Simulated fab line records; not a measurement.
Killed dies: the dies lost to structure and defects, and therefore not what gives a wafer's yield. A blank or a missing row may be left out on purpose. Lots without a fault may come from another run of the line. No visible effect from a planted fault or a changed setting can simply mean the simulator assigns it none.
Matching of chambers	flow nand harc	NHARC_A_STAIRCASE_ETCH_271 on rie diel-13: 4 sister chambers
The step etches the open film in CF4/CHF3. 16 wafers are shown with their chamber, then 8 later ones without.

== WAFERS PAIRED WITH THEIR CHAMBERS ==
wafer	chamber	showerhead plenum p Torr (Torr)	rf vpp V (V)	oes product au (a.u.)
L074.1	3	1.64	373.1	0.960
L074.2	0	1.48	367.6	0.938
L074.5	0	1.48	367.3	0.950
L076.2	2	1.67	374.7	0.931
L076.5	0	1.48	366.5	0.968
L076.6	3	1.64	372.6	0.973
L078.3	0	1.47	367.8	0.957
L078.4	2	1.66	373.7	0.961
L078.6	0	1.47	368.0	0.970
L079.1	3	1.64	372.4	1.009
L079.2	0	1.47	367.5	0.962
L079.6	3	1.64	373.8	1.010
L083.2	1	1.66	374.9	0.959
L083.4	0	1.47	367.5	0.956
L083.5	3	1.63	373.5	1.009
L084.2	1	1.66	373.5	0.959

SIGNATURES (means of the wafers above)
reading	chamber 0	chamber 1	chamber 2	chamber 3	scatter within a chamber
showerhead plenum p Torr	1.4743	1.6600	1.6650	1.6380	0.00501
rf vpp V	367.457	374.200	374.200	373.080	0.595
oes product au	0.95729	0.95900	0.94600	0.99220	0.017
Rule: distance of a wafer from a chamber = root of the sum over the readings of ((wafer's reading minus chamber's mean) / reading's scatter) squared. The wafer belongs to the nearest chamber; if the next one is less than 2 further off, it can't be placed. The scatter is the square root of a quotient: the sum, over the shown wafers, of each reading's squared deviation from its chamber's mean, divided by wafers minus chambers.

== WAFERS WITH NO CHAMBER GIVEN ==
wafer	showerhead plenum p Torr (Torr)	rf vpp V (V)	oes product au (a.u.)
L084.3	1.47	365.7	0.953
L084.4	1.63	371.0	0.986
L088.1	1.63	371.4	1.000
L088.3	1.65	373.5	0.981
L088.4	1.47	366.2	0.957
L095.2	1.65	372.6	0.942
L095.3	1.65	373.2	0.930
L095.6	1.62	372.7	0.940

== WHICH CHAMBER EACH WENT THROUGH ==
wafer	from the rows above	in truth
L084.3	0	0
L084.4	3	3
L088.1	3	3
L088.3	can't be placed: 3 or 1 or 2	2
L088.4	0	0
L095.2	can't be placed: 1 or 3 or 2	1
L095.3	can't be placed: 1 or 2 or 3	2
L095.6	3	3
Correctly placed: 5 of 8. Not placeable from these rows: 3 (in 3, the candidates include the true chamber). 0 placed wrongly.
